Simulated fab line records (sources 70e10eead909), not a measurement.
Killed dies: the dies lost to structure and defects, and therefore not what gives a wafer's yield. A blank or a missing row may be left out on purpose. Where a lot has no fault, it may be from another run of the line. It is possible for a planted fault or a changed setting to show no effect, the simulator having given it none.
Problem report in the 8D (eight disciplines) form, filled by code    flow nand_harc    the parts of the form that need people (team, actions taken, sign-off) are left out

## 1. WHAT IS WRONG
Mean of killed_at_other at NHARC_END_SORT_01: 642.8 across 4 wafers in 2 lots; on wafers with no fault it is 0.7 (standard deviation 0.88). That is +99 or more standard deviations from the usual mean.
Seen first at day 21 21:56 on prober-01, wafer L211.1. The record has a number at this step for 7 wafers belonging to 3 lots. By rule, "out" or "out of limits" means more than 4 standard deviations away from the usual mean. The other wafers with a number count as sound.

## 2. WHAT IT IS; WHAT IT IS NOT
question                     is                                                                                                                   is not
which readings at this step  killed_at_other, defect_limited_yield, killed_dies, sort_bin_3_pct, sort_n_pass, sort_rim_yield_pct, sort_yield_pct  killed_at_array, killed_at_periphery, killed_open, killed_short, sort_bin_2_pct, sort_bin_4_pct
which lots                   L211, L212                                                                                                           L204
which wafers of those lots   all that have a number                                                                                               -
read on which gauges         prober-01, prober-02                                                                                                 -
when                         from day 21 21:56                                                                                                    up to then (3 sound wafers)

## 3. WHAT RULES OUT EACH SUSPECT
Counting: a tool at any process step up to the reading remains a suspect when it ran all the lots that are out and ran no sound lot after the first of those.
- the gauge at NHARC_END_SORT_01 has been ruled out. Those wafers that are out were read across 2 gauges (prober-01, prober-02).
- pvd_sputter-02 at NHARC_THIN_TSV_DEGAS_53 (time 60 s): kept. It ran every lot that is out, first L211 (day 21 12:47), and no sound lot after that.
- pvd_sputter-02 at NHARC_THIN_TSV_PVD_24 (deposits Al, target thk 800 nm): kept. It ran every lot that is out, first L211 (day 21 13:04), and no sound lot after that.
- rie_diel-03 at NHARC_THIN_TSV_DESCUM_35 (chemistry O2, time 3 s): kept. It ran every lot that is out, first L211 (day 21 13:58), and no sound lot after that.
- rie_metal-03 at NHARC_THIN_TSV_ETCH_59 (etches the open film in Cl2/BCl3, target depth 880 nm, time 138.1 s): kept. Every lot that is out went through it, starting with L211 (day 21 14:04), and after that it ran no sound lot; the last sound lot it ran before then is L204 (day 19 18:07).
Left after counting: pvd_sputter-02 at NHARC_THIN_TSV_DEGAS_53, pvd_sputter-02 at NHARC_THIN_TSV_PVD_24, rie_diel-03 at NHARC_THIN_TSV_DESCUM_35, rie_metal-03 at NHARC_THIN_TSV_ETCH_59.

## 4. THE CAUSE (what the simulator had put in)
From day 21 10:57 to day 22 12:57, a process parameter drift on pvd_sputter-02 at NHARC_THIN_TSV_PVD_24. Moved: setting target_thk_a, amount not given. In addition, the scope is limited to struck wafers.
This tool is one of the 4 suspects left after counting.

## 5. THE CHAIN OF EFFECTS, in route order
Rows list readings where the struck wafers' mean (over those with a number) sits beyond 3 standard deviations from the usual. Readings are gone through only where the record gives a usual standard deviation; hours: the median, over the lots, of the time from a lot's start at the first step in this table giving one to that lot's start at this step; sigmas: the change measured in usual standard deviations.
hours  step               reading               usual   on struck wafers  change  sigmas
0      NHARC_END_SORT_01  defect_limited_yield  95.4 %  0.0               -95.4   -53
0      NHARC_END_SORT_01  killed_at_other       0.7     642.8             +642.0  +99 or more
0      NHARC_END_SORT_01  killed_dies           31      677               +646    +54
0      NHARC_END_SORT_01  sort_bin_3_pct        0.27 %  95.12             +94.86  +99 or more
0      NHARC_END_SORT_01  sort_n_pass           646     0                 -646    -54
0      NHARC_END_SORT_01  sort_rim_yield_pct    93 %    0                 -93     -24
0      NHARC_END_SORT_01  sort_yield_pct        95.4 %  0.0               -95.4   -53

## 6. HOW IT WOULD HAVE BEEN CAUGHT EARLIER
The first out-of-limits reading at a measuring or inspecting step in this record came at day 21 21:56, 11 hours after the fault's start at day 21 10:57.
L212, from the lots that are out (2), started NHARC_THIN_TSV_PVD_24 on pvd_sputter-02 later than day 21 21:56. A hold on the tool at that time would have spared it.
